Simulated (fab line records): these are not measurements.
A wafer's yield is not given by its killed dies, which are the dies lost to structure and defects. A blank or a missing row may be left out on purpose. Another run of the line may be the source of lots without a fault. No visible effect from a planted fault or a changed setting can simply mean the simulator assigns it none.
What tool caused it? -- flow nand harc -- 13 lots with 39 wafers sampled at 5 steps, on a route of 1302 steps

## WHAT EACH GAUGE READ, for each wafer
NHARC_THIN_TSV_THK_MEAS_02: measures by ir. Usual: thk nm 2996 nm, standard deviation 210.
lot,measured,on,thk nm (nm),flag
L461,day 23 13:25,film metro-01,2497 2763 2686,
L463,day 24 09:04,film metro-01,2972 2813 3120,
L464,day 24 06:40,film metro-01,2937 3048 3018,
L465,day 24 21:26,film metro-01,3178 3118 3104,
L467,day 26 05:18,film metro-01,2857 2926 2971,
L470,day 27 11:12,film metro-02,3266 3331 3127,
L471,day 28 00:10,film metro-02,3074 2912 3209,
L478,day 29 23:23,film metro-01,3069 3045 3379,
L479,day 31 15:40,film metro-01,3007 3026 3049,
L480,day 32 02:04,film metro-01,2987 3168 3328,
L482,day 32 12:09,film metro-02,2459 2883 2384,
L484,day 33 10:15,film metro-02,3065 3048 2710,
L483,day 34 02:32,film metro-02,2769 3114 3032,

NHARC_END_SORT_01. Usual: killed at array 64, standard deviation 16; killed at other 1.0, standard deviation 1.1; killed at periphery 3.5, standard deviation 2.3; killed dies 69, standard deviation 17; killed open 3.2, standard deviation 1.6; killed short 2.4, standard deviation 1.6.
lot,measured,on,killed at array,killed at other,killed at periphery,killed dies,killed open,killed short,flag
L470,day 28 04:12,prober-01,162 163 161,1 2 0,2 0 1,165 165 162,2 0 2,2 0 2,OFF
L471,day 28 16:06,prober-02,138 158 142,2 2 1,3 5 2,143 165 145,4 5 1,1 2 0,OFF

## EACH LOT AND THE TOOL THAT RAN IT (in order: tool; ch and the chambers of the sampled wafers; start)
lot,NHARC_A_WL_FILL_CVD_20,NHARC_A_BONDPAD_ETCH_12,NHARC_A_BONDPAD_DEGAS_25
L461,"cvd w-01 ch 0,1, day 20 23:16","rie diel-09 ch 1,3, day 23 00:43 or earlier","pvd sputter-01, day 23 00:43"
L463,"cvd w-02 ch 0,1, day 21 15:27","rie diel-09 ch 1,2,3, day 23 14:48 or earlier","pvd sputter-01, day 23 14:48"
L464,"cvd w-02 ch 0,1, day 21 18:41","rie diel-09 ch 2,3, day 23 16:44 or earlier","pvd sputter-02, day 23 16:44"
L465,"cvd w-01 ch 0, day 22 07:11","rie diel-07 ch 0,3, day 24 08:53 or earlier","pvd sputter-03, day 24 08:53"
L467,"cvd w-01 ch 0, day 23 15:34","rie diel-09 ch 0,1,3, day 25 16:26 or earlier","pvd sputter-01, day 25 16:26"
L470,"cvd w-02 ch 0, day 24 23:25","rie diel-09 ch 2,3, day 26 22:28 or earlier","pvd sputter-01, day 26 22:28"
L471,"cvd w-02 ch 0,1, day 25 15:38","rie diel-09 ch 0,1,2, day 27 14:38 or earlier","pvd sputter-03, day 27 14:38"
L478,"cvd w-01 ch 0,1, day 27 11:40","rie diel-07 ch 0,1,3, day 29 10:49 or earlier","pvd sputter-03, day 29 10:49"
L479,"cvd w-02 ch 0,1, day 28 12:49","rie diel-09 ch 0,1, day 30 21:29 or earlier","pvd sputter-02, day 30 21:29"
L480,"cvd w-02 ch 0,1, day 29 00:29","rie diel-07 ch 1,2,3, day 31 04:08 or earlier","pvd sputter-03, day 31 04:08"
L482,"cvd w-02 ch 0,1, day 29 19:00","rie diel-09 ch 2,3, day 31 16:46 or earlier","pvd sputter-03, day 31 16:46"
L484,"cvd w-02 ch 0,1, day 30 19:19","rie diel-11 ch 2,3, day 32 22:05 or earlier","pvd sputter-03, day 32 22:05"
L483,"cvd w-02 ch 0,1, day 31 07:28","rie diel-07 ch 2,3, day 33 11:10 or earlier","pvd sputter-01, day 33 11:10"
- NHARC_A_WL_FILL_CVD_20: deposits W, target thk 100 nm, time 74 s.
- NHARC_A_BONDPAD_ETCH_12: etches the open film in CHF3/O2, target depth 220 nm, time 110 s.
- NHARC_A_BONDPAD_DEGAS_25: time 60 s.

## WHAT THE TOOLS THEMSELVES READ (means of the sampled wafers that have a number; where no wafer has one, the mark that the record gives instead)
NHARC_A_WL_FILL_CVD_20. Usual: heater power w 833 W, standard deviation 75; throttle valve pct 7.88 %, standard deviation 0.26.
lot,tool,heater power w (W),throttle valve pct (%),flag
L461,cvd w-01,763,7.98,
L463,cvd w-02,904,7.76,
L464,cvd w-02,894,7.82,
L465,cvd w-01,746,8.06,
L467,cvd w-01,742,8.13,
L470,cvd w-02,874,8.03,
L471,cvd w-02,936,7.80,
L478,cvd w-01,770,7.79,
L479,cvd w-02,886,7.90,
L480,cvd w-02,890,7.98,
L482,cvd w-02,901,7.94,
L484,cvd w-02,876,7.79,
L483,cvd w-02,902,7.92,

NHARC_A_BONDPAD_ETCH_12. Usual: drypump motor current A 5.95 A, standard deviation 0.28; oes product au 0.948 a.u., standard deviation 0.024; rf vpp V 369.6 V, standard deviation 2.4; showerhead plenum p Torr 2.36 Torr, standard deviation 0.1; throttle valve pct 20.572 %, standard deviation 0.009.
lot,tool,drypump motor current A (A),oes product au (a.u.),rf vpp V (V),showerhead plenum p Torr (Torr),throttle valve pct (%),flag
L461,rie diel-09,5.96,0.971,370.4,2.37,20.566,
L463,rie diel-09,5.91,0.970,369.4,2.33,20.583,
L464,rie diel-09,5.93,0.988,368.4,2.29,20.571,
L465,rie diel-07,6.23,0.921,372.2,2.47,20.568,
L467,rie diel-09,5.88,0.978,369.5,2.32,20.571,
L470,rie diel-09,5.93,0.926,368.2,2.29,20.576,
L471,rie diel-09,6.08,0.922,368.6,2.35,20.574,
L478,rie diel-07,6.12,0.920,372.3,2.48,20.577,
L479,rie diel-09,6.10,0.945,370.2,2.38,20.568,
L480,rie diel-07,6.08,0.925,373.2,2.50,20.575,
L482,rie diel-09,5.93,0.937,367.9,2.29,20.565,
L484,rie diel-11,5.65,0.924,374.0,2.56,20.571,
L483,rie diel-07,6.13,0.930,372.9,2.52,20.571,

NHARC_A_BONDPAD_DEGAS_25. Usual: heater power w 500 W, standard deviation 54.
lot,tool,heater power w (W),flag
L461,pvd sputter-01,559,
L463,pvd sputter-01,562,
L464,pvd sputter-02,526,
L465,pvd sputter-03,452,
L467,pvd sputter-01,507,
L470,pvd sputter-01,500,
L471,pvd sputter-03,460,
L478,pvd sputter-03,454,
L479,pvd sputter-02,505,
L480,pvd sputter-03,478,
L482,pvd sputter-03,475,
L484,pvd sputter-03,438,
L483,pvd sputter-01,592,

## THE ANSWER, worked out from the rows above alone
Rule: a lot is off if the mean of its wafers that have a number lies more than 3 standard deviations from the usual mean. A lot without any number at a reading at which 4 lots or more have one is off too. Where the step has rows for the other lots, those lots are counted as sound. First the gauges in route order, then the tools' own readings, where a lot's mean is used as printed above. At the first step where some lot is off, the reading lying furthest off is the one used; lots without a number count as furthest.
Off, at NHARC_END_SORT_01 on killed at array: L470, L471. Neither off nor sound, because the step has no rows for them: L461, L463, L464, L465, L467, L478, L479, L480, L482, L484, L483.
A tool fits if, at a process step before that reading, it ran every lot that is off, and no sound lot after the first of them. The gauges at NHARC_END_SORT_01 are tried like those tools. NHARC_A_BONDPAD_ETCH_12 gives no start for some lots, so the hours and the order of its lots are those of NHARC_A_BONDPAD_DEGAS_25. Undecided on this evidence; 2 tools fit (cvd w-02 at NHARC_A_WL_FILL_CVD_20, rie diel-09 at NHARC_A_BONDPAD_ETCH_12).

## WHAT THE SIMULATOR HAD INSERTED
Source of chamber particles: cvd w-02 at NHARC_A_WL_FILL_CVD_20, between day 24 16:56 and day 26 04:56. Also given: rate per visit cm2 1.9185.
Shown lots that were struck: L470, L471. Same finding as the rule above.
